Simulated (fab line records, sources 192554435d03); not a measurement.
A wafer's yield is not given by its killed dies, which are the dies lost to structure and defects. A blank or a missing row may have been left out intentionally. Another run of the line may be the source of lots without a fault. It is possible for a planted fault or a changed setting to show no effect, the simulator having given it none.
Chamber matching	flow n5Finfet	rieDiel-05 running N5_BEOL_M15_ETCH_57: 4 sister chambers
The step etches SOC in N2/H2, time 750 s. 7 wafers are shown with their chamber, then 7 later ones without.

== WAFERS, EACH WITH ITS CHAMBER ==
wafer	chamber	showerheadPlenumPTorr (Torr)	drypumpMotorCurrentA (A)
L077.4	0	2.62	5.0
L080.4	1	2.57	6.2
L081.3	2	2.41	5.7
L081.4	0	2.62	5.0
L081.6	3	2.41	5.4
L089.1	1	2.57	6.2
L089.4	3	2.40	5.3

== WAFERS WHOSE CHAMBER IS MISSING ==
wafer	showerheadPlenumPTorr (Torr)	drypumpMotorCurrentA (A)
L089.6	2.41	5.7
L088.1	2.56	6.2
L088.4	2.41	5.6
L088.5	2.40	5.4
L093.2	2.56	6.2
L093.4	2.41	5.7
L093.6	2.40	5.4

== WHICH CHAMBER EACH WENT THROUGH ==
wafer	from the rows above	in truth
L089.6	2	2
L088.1	1	1
L088.4	2	2
L088.5	3	3
L093.2	1	1
L093.4	2	2
L093.6	3	3
Correct placement for 7 of the 7. From these rows, 0 cannot be placed. Number placed wrongly: 0.
How it was worked out, from the rows above alone: a wafer's distance from a chamber is the root of the sum, over the readings, of the square of ((its reading less the chamber's mean) divided by the reading's scatter). If the next closest chamber is less than 2 further off than the closest, the wafer can't be placed; otherwise it belongs to the closest. A chamber's mean is the mean of its shown wafers. The scatter is the square root of a quotient: the sum, over the shown wafers, of each reading's squared deviation from its chamber's mean, divided by wafers minus chambers.
